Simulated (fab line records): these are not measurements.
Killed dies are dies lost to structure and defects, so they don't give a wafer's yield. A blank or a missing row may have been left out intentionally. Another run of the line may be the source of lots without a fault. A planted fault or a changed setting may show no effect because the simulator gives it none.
Comparing a struck lot with a sound one :: flow n5Finfet :: 16 out of 1938 route steps
Sound: the wafers L240.3, L240.4, L240.5. The struck wafers were L232.1, L232.4, L232.5. At the end, the cause is stated.
At each step with rows: each side's tool, then ch and its chambers, then its first start. Under that, the readings that differ: sound wafers :: struck wafers :: difference of the means :: sigmas: that difference in standard deviations of wafers without a fault.
alike: readings with means less than 2 such deviations apart, plus words and numbers identical on both sides. not compared: withheld readings, readings lacking a value on some wafer, bounds such as >300 that could conceal the same value, and numbers that have no deviation in the record and whose values overlap.
Wherever a step has rows on one side only, a row that says differs or no value, or a row with sigmas, the two part there. Numbers that have no deviation but don't overlap get no sigmas and don't part them. A reading that every wafer of one side lacks parts them only if that side has two wafers or more.

N5_DUMMY_GATE_ETCH_23: etches poly-Si in HBr/Cl2/O2, target depth 41 nm, time 22.3 s.
  sound on rieSi-06 ch 0,1, day 8 19:19; struck on rieSi-04 ch 0,2, day 6 02:04
  alike: biasW, drypumpMotorCurrentA, mfcCl2Sccm, oesProductAu, rfFwdPowerW, throttleValvePct
  not compared: rfHoursCounterH
N5_DUMMY_GATE_ETCH_44: etches poly-Si in HBr/O2, stops on SiO2, target depth 127.5 nm.
  sound on rieSi-06 ch 0,1, day 8 19:22; struck on rieSi-04 ch 0,2, day 6 02:08
reading: throttleValvePct (%)
sound: 18.32 18.34 18.34
struck: 18.70 18.73 18.72
difference: +0.38
sigmas: +2
  alike: biasW, drypumpMotorCurrentA, oesProductAu, rfFwdPowerW
  not compared: rfHoursCounterH
N5_DUMMY_GATE_CD_MEAS_24: the cd target is 15 nm.
  sound on cdSem-03, day 8 19:29; struck on cdSem-01, day 6 02:14
  alike: cdNm
then, 1 step without rows for these wafers: N5_DUMMY_GATE_ETCH_42 (etches SiO2 in CHF3/O2, target depth 3.5 nm, time 31 s).
N5_DUMMY_GATE_STRIP_48: strips in N2/H2, time 20 s.
  sound on rieDiel-03 ch 0,2,3, day 8 19:37; struck on rieDiel-03 ch 0,2, day 6 02:20
  alike: drypumpMotorCurrentA, n2FlowSccm, oesProductAu, rfVppV, showerheadPlenumPTorr, throttleValvePct
  not compared: rfHoursCounterH
then, 5 steps without rows for these wafers: N5_DUMMY_GATE_PRECLEAN_33 (cleans in dHF, time 10 s); N5_DUMMY_GATE_PRECLEAN_25 (cleans in O3/DIW, time 45 s); N5_DUMMY_GATE_PRECLEAN_51 (cleans in SC2, time 45 s); N5_DUMMY_GATE_SRD_26 (time 30 s); N5_DUMMY_GATE_UV_OZONE_45 (time 120 s).
N5_DUMMY_GATE_INSPECT_27: inspects for defects (brightfield).
  sound on defectInspect-01, day 8 19:48; struck on defectInspect-02, day 6 02:32
  alike: rawDefectCount
N5_SPACER0_ALD_07: deposits SiNx, target thk 2 nm.
  sound on aldSin-02 ch 1,2, day 8 20:04; struck on aldSin-02 ch 1,2, day 6 04:59
  alike: chamberPressureTorr, heaterPowerOuterW, heaterPowerW
N5_SPACER0_ALD_00: deposits SiOCN, target thk 3.5 nm, pulse time 3 s, purge time 2 s.
  sound on aldSin-02 ch 1,2, day 8 20:13; struck on aldSin-02 ch 1,2, day 6 05:08
  no value came back on the struck wafers for any of 5 readings (aldCycles, chamberPressureTorr (Torr) and others); on the sound wafers aldCycles reads 58 58 58
N5_SPACER0_ALD_08: deposits SiNx, target thk 2 nm.
  sound on aldSin-02 ch 1,2, day 8 20:28; struck on aldSin-02 ch 1,2, day 6 05:24
  alike: chamberPressureTorr, heaterPowerOuterW, heaterPowerW
N5_BEOL_M4_RC_MEAS_101:
  the record has rows for the sound wafers here (prober-01 ch 0, day 16 09:44) and none for the struck ones
-- here the record skips 12 days between the struck wafers' starts before and after, leaving off in module BEOL_M4 and picking up in module PASSIVATION (first step shown: number 1936 of the route) --
N5_PASSIVATION_PROBE_49:
  record: rows for the struck wafers here (prober-02, day 17 19:05), none for the sound ones

WHERE THEY PART
First at N5_DUMMY_GATE_ETCH_44; last, within this record, at N5_PASSIVATION_PROBE_49.

WHY: what the simulator had put in
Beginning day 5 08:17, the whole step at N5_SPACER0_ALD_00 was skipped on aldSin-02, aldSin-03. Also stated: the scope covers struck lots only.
